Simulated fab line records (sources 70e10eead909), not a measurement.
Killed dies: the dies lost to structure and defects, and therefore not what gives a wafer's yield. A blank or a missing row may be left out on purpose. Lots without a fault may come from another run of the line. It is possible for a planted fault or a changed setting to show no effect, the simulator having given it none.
fab line records -- flow nandHarc
record lots=13, wafers=39, lastDay=24
route steps=1159 shown A_WL_FILL@816 A_CONTACT@840
lots untouched by any fault: they come from a run of this same line in which no faults occurred
startH: hours from the record's opening day to when the first of the lot's shown wafers began -- waitH: how many hours have passed since the lot's step before this one -- " unchanged from the row above -- L1.1+2: one row covering several wafers at once -- - no value present, or no start provided -- * or withheld: withheld -- < > ~ a bound
route shown NAME@n: names a module that has steps shown in the file, with the first one's number in the route -- usual: mean and standard deviation over wafers with no fault -- same: alike in all rows -- chamber/n: place in a boat -- sites: the reading at each site -- _std_site: standard deviation of those values -- _edge_site: mean of outer sites minus mean of inner sites -- radiusMm: how far each site lies from the wafer's centre -- mask NAME#n: copy n -- behind: tool/chamber where the wafer was last shaped -- hold: what put the lot on hold/how long, in hours/how the hold closed -- device: which transistor (n, p or np) failed to switch -- end of line: at the end of the route, the tests of the same wafers -- where a step has no rows: the recipe by itself -- killed: not the wafer's yield, but the dies lost to structure and defects at the first sort -- map: the dies of a wafer, with x for killed, . for not killed, _ for no die there
set.NAME: setting as actually run; set.NAME@STEP: the setting as run at that earlier step -- model.NAME: the simulator's own value behind a step, which no gauge read
one table for each step of the route and one row for each wafer, over a sample of lots
services: when a tool's chamber went out of use (startH, in hours from the record's first day, below 0 if earlier), for how many hours, and the reason
## steps
# step NHARC_A_WL_FILL_STRIP_27
# recipe powerW=1500, tempC=250, timeS=20, chemistry=N2/H2
# usual drypumpMotorCurrentA=6.1/0.36, heaterPowerW=318/19
lot.wafer,tool,chamber,startH,waitH,drypumpMotorCurrentA,heaterPowerW,rfHoursCounterH
L948.1,plasmaAsher-01,0,341.07,0.6,6.5,296,16
L948.2,plasmaAsher-01,1,341.07,0.6,5.9,336,16
L948.4,plasmaAsher-01,1,341.07,0.6,5.9,336,-
L946.1,plasmaAsher-01,0,341.51,0.6,6.5,295,16
L946.6,plasmaAsher-01,1,341.51,0.6,5.8,334,-
L946.5,plasmaAsher-01,0,341.51,0.6,6.5,292,-
L947.2,plasmaAsher-01,1,343.41,0.1,5.9,337,17
L947.3,plasmaAsher-01,1,343.41,0.1,5.9,335,-
L947.4,plasmaAsher-01,0,343.41,0.1,6.5,297,-
L951.2,plasmaAsher-01,1,358.62,0.1,5.9,334,23
L951.3,plasmaAsher-01,0,358.62,0.1,6.5,296,-
L951.6,plasmaAsher-01,0,358.62,0.1,6.5,298,-
L950.3,plasmaAsher-01,0,361.12,0.3,6.4,296,-
L950.5,plasmaAsher-01,0,361.12,0.3,6.5,298,-
L950.6,plasmaAsher-01,1,361.12,0.3,5.9,339,-
L949.2,plasmaAsher-01,0,362.10,0.8,6.5,302,25
L949.3,plasmaAsher-01,1,362.10,0.8,5.9,335,-
L949.5,plasmaAsher-01,1,362.10,0.8,5.9,327,-
L956.1,plasmaAsher-02,1,400.54,0.1,6.0,315,11
L956.4,plasmaAsher-02,1,400.54,0.1,6.0,309,-
L956.5,plasmaAsher-02,1,400.54,0.1,6.0,312,-
L957.2,plasmaAsher-01,0,409.36,0.1,6.4,299,42
L957.3,plasmaAsher-01,0,409.36,0.1,6.4,305,-
L957.6,plasmaAsher-01,1,409.36,0.1,5.9,329,-
L963.2,plasmaAsher-01,0,438.33,0.3,6.4,296,52
L963.3,plasmaAsher-01,0,438.33,0.3,6.4,293,-
L963.4,plasmaAsher-01,1,438.33,0.3,5.9,340,-
L965.1,plasmaAsher-01,0,443.87,0.1,6.5,296,56
L965.5,plasmaAsher-01,1,443.87,0.1,5.9,325,-
L965.6,plasmaAsher-01,0,443.87,0.1,6.4,298,-
L967.2,plasmaAsher-01,0,468.67,0.2,6.4,287,1
L967.3,plasmaAsher-01,0,468.67,0.2,6.5,285,-
L967.6,plasmaAsher-01,0,468.67,0.2,6.4,295,-
L968.4,plasmaAsher-01,0,481.64,0.1,6.5,289,-
L968.3,plasmaAsher-01,1,481.64,0.1,5.9,321,-
L968.6,plasmaAsher-01,0,481.64,0.1,6.5,293,-
L969.2,plasmaAsher-01,0,484.37,0.2,6.5,285,6
L969.3,plasmaAsher-01,0,484.37,0.2,6.4,288,-
L969.5,plasmaAsher-01,0,484.37,0.2,6.5,293,-
# step NHARC_A_WL_FILL_ETCHBACK_17
# recipe targetDepthA=40, timeS=26.7, chemistry=Cl2/BCl3
# usual drypumpMotorCurrentA=5.59/0.17, oesProductAu=1.002/0.012
lot.wafer,tool,chamber,startH,waitH,drypumpMotorCurrentA,oesProductAu,rfHoursCounterH
L947.2,rieMetal-01,1,351.41,-,5.78,0.990,0.2
L947.4,rieMetal-01,0,351.41,-,5.82,0.993,-
L947.3,rieMetal-01,1,351.41,-,5.80,1.015,-
L948.2,rieMetal-02,1,351.45,-,5.28,1.006,4.4
L948.1,rieMetal-02,0,351.45,-,5.65,1.009,3.4
L948.4,rieMetal-02,1,351.45,-,5.27,1.006,-
L946.1,rieMetal-03,1,351.69,-,5.58,0.992,2.1
L946.6,rieMetal-03,0,351.69,-,5.49,1.010,-
L946.5,rieMetal-03,1,351.69,-,5.58,0.998,-
L951.2,rieMetal-01,1,369.11,-,5.80,1.007,1.0
L951.3,rieMetal-01,0,369.11,-,5.79,0.996,-
L951.6,rieMetal-01,1,369.11,-,5.77,1.005,-
L950.3,rieMetal-03,1,369.19,-,5.62,0.983,-
L950.6,rieMetal-03,0,369.19,-,5.45,1.011,-
L950.5,rieMetal-03,1,369.19,-,5.64,0.985,-
L949.2,rieMetal-03,1,372.46,-,5.60,0.984,3.0
L949.3,rieMetal-03,0,372.46,-,5.47,1.014,-
L949.5,rieMetal-03,1,372.46,-,5.60,0.983,-
L956.1,rieMetal-02,0,408.98,-,5.60,1.020,0.2
L956.4,rieMetal-02,1,408.98,-,5.29,1.025,-
L956.5,rieMetal-02,0,408.98,-,5.58,1.002,-
L957.2,rieMetal-03,1,420.04,-,5.62,0.975,3.8
L957.3,rieMetal-03,1,420.04,-,5.63,0.974,-
L957.6,rieMetal-03,0,420.04,-,5.45,1.010,-
L963.2,rieMetal-01,1,447.09,-,5.80,1.016,3.2
L963.3,rieMetal-01,1,447.09,-,5.78,1.018,-
L963.4,rieMetal-01,0,447.09,-,5.82,1.008,-
L965.1,rieMetal-03,0,451.06,-,5.51,1.021,4.9
L965.6,rieMetal-03,0,451.06,-,5.51,1.020,-
L965.5,rieMetal-03,1,451.06,-,5.60,0.985,-
L967.2,rieMetal-02,1,479.57,-,5.29,1.000,2.5
L967.3,rieMetal-02,1,479.57,-,5.30,1.006,-
L967.6,rieMetal-02,0,479.57,-,5.61,1.008,-
L969.2,rieMetal-01,1,492.18,-,5.82,1.027,4.4
L969.3,rieMetal-01,1,492.18,-,5.78,1.024,-
L969.5,rieMetal-01,1,492.18,-,5.77,1.010,-
L968.4,rieMetal-02,1,492.19,-,5.28,1.006,-
L968.3,rieMetal-02,0,492.19,-,5.62,1.009,-
L968.6,rieMetal-02,1,492.19,-,5.29,1.019,-
# step NHARC_A_CONTACT_DEP_24
# recipe targetThkA=5000, tempC=400, pressureTorr=6.5, rfW=900, teosFlowSccm=161.4, flowSccm=2650, targetThkNm=500, gas=O2, material=SiO2
# usual flowSccm=2649/7.3, heaterPowerW=541/94, rfFwdPowerW=898.8/2.9, showerheadVppV=1863/120, throttleValvePct=15.6/0.82
lot.wafer,tool,chamber,startH,waitH,flowSccm,heaterPowerW,rfFwdPowerW,showerheadVppV,throttleValvePct
L946.1,pecvd-01,1,365.71,0.1,2660,689,904.6,2035,15.9
L946.6,pecvd-01,1,365.71,0.1,2647,725,904.1,2027,15.7
L946.5,pecvd-01,2,365.71,0.1,2656,594,895.2,1820,17.1
L947.2,pecvd-01,0,366.17,0.1,2653,575,898.7,1825,16.8
L947.3,pecvd-01,1,366.17,0.1,2654,703,903.6,2020,16.0
L947.4,pecvd-01,2,366.17,0.1,2645,498,905.1,1800,17.2
L948.2,pecvd-04,1,370.04,0.1,2651,619,901.4,1984,15.4
L948.1,pecvd-04,0,370.04,0.1,2656,514,900.4,1855,17.0
L948.4,pecvd-04,1,370.04,0.1,2650,634,899.2,1971,15.3
L951.2,pecvd-02,2,380.82,0.1,2652,559,893.3,1770,15.2
L951.3,pecvd-02,1,380.82,0.1,2644,355,893.4,1867,14.6
L951.6,pecvd-02,1,380.82,0.1,2636,397,893.4,1857,14.4
L950.3,pecvd-02,0,383.43,0.2,2659,477,897.6,1724,14.9
L950.6,pecvd-02,0,383.43,0.2,2659,504,895.9,1679,15.0
L950.5,pecvd-02,1,383.43,0.2,2661,342,898.0,1884,14.5
L949.3,pecvd-02,0,389.26,0.1,2643,475,890.1,1708,15.0
L949.2,pecvd-02,1,389.26,0.1,2654,386,898.5,1857,14.6
L949.5,pecvd-02,0,389.26,0.1,2642,476,892.6,1708,15.0
L956.1,pecvd-02,2,422.40,0.2,2649,784,542.4,1357,15.3
L956.5,pecvd-02,0,422.40,0.2,2644,488,903.8,1705,15.0
L956.4,pecvd-02,1,422.40,0.2,2647,462,896.1,1894,14.6
L957.2,pecvd-02,2,431.43,0.1,2662,673,536.4,1346,15.0
L957.3,pecvd-02,0,431.43,0.1,2642,467,901.4,1721,14.8
L957.6,pecvd-02,2,431.43,0.1,2665,717,538.0,1349,15.2
L963.3,pecvd-04,1,459.53,0.1,2650,637,898.4,1975,15.5
L963.2,pecvd-04,2,459.53,0.1,2646,673,905.2,2103,15.9
L963.4,pecvd-04,2,459.53,0.1,2651,680,903.0,2101,16.0
L965.1,pecvd-04,0,468.03,0.2,2659,507,897.6,1852,16.7
L965.5,pecvd-04,2,468.03,0.2,2652,525,896.8,2053,16.3
L965.6,pecvd-04,0,468.03,0.2,2652,530,897.5,1845,16.8
L967.2,pecvd-04,2,491.51,0.1,2656,589,900.6,2075,16.0
L967.3,pecvd-04,0,491.51,0.1,2660,463,894.5,1852,17.1
L967.6,pecvd-04,0,491.51,0.1,2641,508,893.3,1811,17.1
L969.3,pecvd-02,1,504.15,0.1,2639,444,900.3,1844,14.8
L969.2,pecvd-02,2,504.15,0.1,2651,644,894.6,1698,15.3
L969.5,pecvd-02,2,504.15,0.1,2640,670,895.9,1736,15.2
L968.3,pecvd-02,0,505.23,0.2,2660,410,897.7,1708,15.1
L968.4,pecvd-02,1,505.23,0.2,2653,469,899.0,1867,14.6
L968.6,pecvd-02,0,505.23,0.2,2652,451,902.3,1704,15.5
# step NHARC_A_CONTACT_CD_MEAS_42
# recipe targetCdNm=200, landingEnergyEv=500
# usual cdNm=200.0/0.73
lot.wafer,tool,chamber,startH,waitH,cdNm
L946.1,cdSem-03,0,371.95,-,200.8
L946.5,cdSem-03,0,371.95,-,201.3
L946.6,cdSem-03,0,371.95,-,200.0
L947.2,cdSem-01,0,372.24,-,201.4
L947.3,cdSem-01,0,372.24,-,200.2
L947.4,cdSem-01,0,372.24,-,200.6
L948.1,cdSem-01,0,374.87,-,200.3
L948.2,cdSem-01,0,374.87,-,200.1
L948.4,cdSem-01,0,374.87,-,199.9
L951.2,cdSem-03,0,384.52,-,200.3
L951.3,cdSem-03,0,384.52,-,199.6
L951.6,cdSem-03,0,384.52,-,199.9
L950.3,cdSem-02,0,386.96,-,200.3
L950.5,cdSem-02,0,386.96,-,199.5
L950.6,cdSem-02,0,386.96,-,199.7
L949.2,cdSem-01,0,392.63,-,199.9
L949.3,cdSem-01,0,392.63,-,199.3
L949.5,cdSem-01,0,392.63,-,200.3
L956.1,cdSem-02,0,426.44,-,200.2
L956.4,cdSem-02,0,426.44,-,200.1
L956.5,cdSem-02,0,426.44,-,201.4
L957.2,cdSem-02,0,434.86,-,199.1
L957.3,cdSem-02,0,434.86,-,199.8
L957.6,cdSem-02,0,434.86,-,200.7
L963.2,cdSem-01,0,465.57,-,199.6
L963.3,cdSem-01,0,465.57,-,200.2
L963.4,cdSem-01,0,465.57,-,200.7
L965.1,cdSem-01,0,471.35,-,200.8
L965.5,cdSem-01,0,471.35,-,200.0
L965.6,cdSem-01,0,471.35,-,200.3
L967.2,cdSem-02,0,495.22,-,200.1
L967.3,cdSem-02,0,495.22,-,200.1
L967.6,cdSem-02,0,495.22,-,200.1
L969.2,cdSem-01,0,508.17,-,200.0
L969.3,cdSem-01,0,508.17,-,199.9
L969.5,cdSem-01,0,508.17,-,199.2
L968.3,cdSem-03,0,508.72,-,200.8
L968.4,cdSem-03,0,508.72,-,201.0
L968.6,cdSem-03,0,508.72,-,200.8
## services
tool,chamber,startH,hours,kind
pecvd-01,-,319.09,1.2,repair
plasmaAsher-01,-,324.53,5.4,repair
pecvd-04,-,328.09,0.9,repair
rieMetal-01,-,332.00,9.0,pm
pecvd-02,-,334.00,13.0,pm
pecvd-04,-,335.24,0.7,repair
plasmaAsher-02,-,342.83,9.1,repair
plasmaAsher-02,-,360.28,9.0,pm
pecvd-04,-,376.32,13.0,pm
plasmaAsher-01,-,382.48,1.3,repair
rieMetal-02,-,388.00,9.0,pm
pecvd-01,-,392.67,6.3,repair
pecvd-02,2,403.67,6.9,repair
pecvd-02,2,411.58,6.3,repair
pecvd-01,-,418.00,13.0,pm
rieMetal-03,-,453.00,9.0,pm
plasmaAsher-01,-,453.39,9.0,pm
plasmaAsher-01,0,453.39,9.0,ventCycle
plasmaAsher-01,1,453.39,9.0,ventCycle
rieMetal-02,0,459.71,7.2,repair
plasmaAsher-01,0,462.39,-,clean
plasmaAsher-01,1,462.39,-,clean
plasmaAsher-02,-,488.68,1.2,repair
plasmaAsher-01,-,493.25,11.4,repair
## key
firstSign step=NHARC_A_CONTACT_DEP_24, reading=rfFwdPowerW, direction=down, sigmas=99+, usual=*, struck=*
effect step=NHARC_A_CONTACT_DEP_24, reading=showerheadVppV, direction=down, sigmas=4.1, usual=1863, struck=1351
metAt NHARC_A_CONTACT_DEP_24
struckLots L956,L957
struckWafers L956.1,L957.2,L957.6
testerLeftOut L956,L957
notActingAt NHARC_A_WL_FILL_STRIP_27,NHARC_A_WL_FILL_ETCHBACK_17,NHARC_A_CONTACT_CD_MEAS_42
onsetBetween 380.82 422.40
fault kind=processParameterDrift, tool=pecvd-02, chamber=2, onsetH=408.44, steps=NHARC_A_CONTACT_DEP_24, channel=rfW, offset=*, shape=step, endH=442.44, actsIn=*, stated=*
# testerLeftOut: of these lots the tester's yield and bins aren't shown, on N5 and GAA mostly nor the transistor test; their killed dies are dies lost to structure and defects alone, not to doping, threshold or leakage, so they don't give the yield
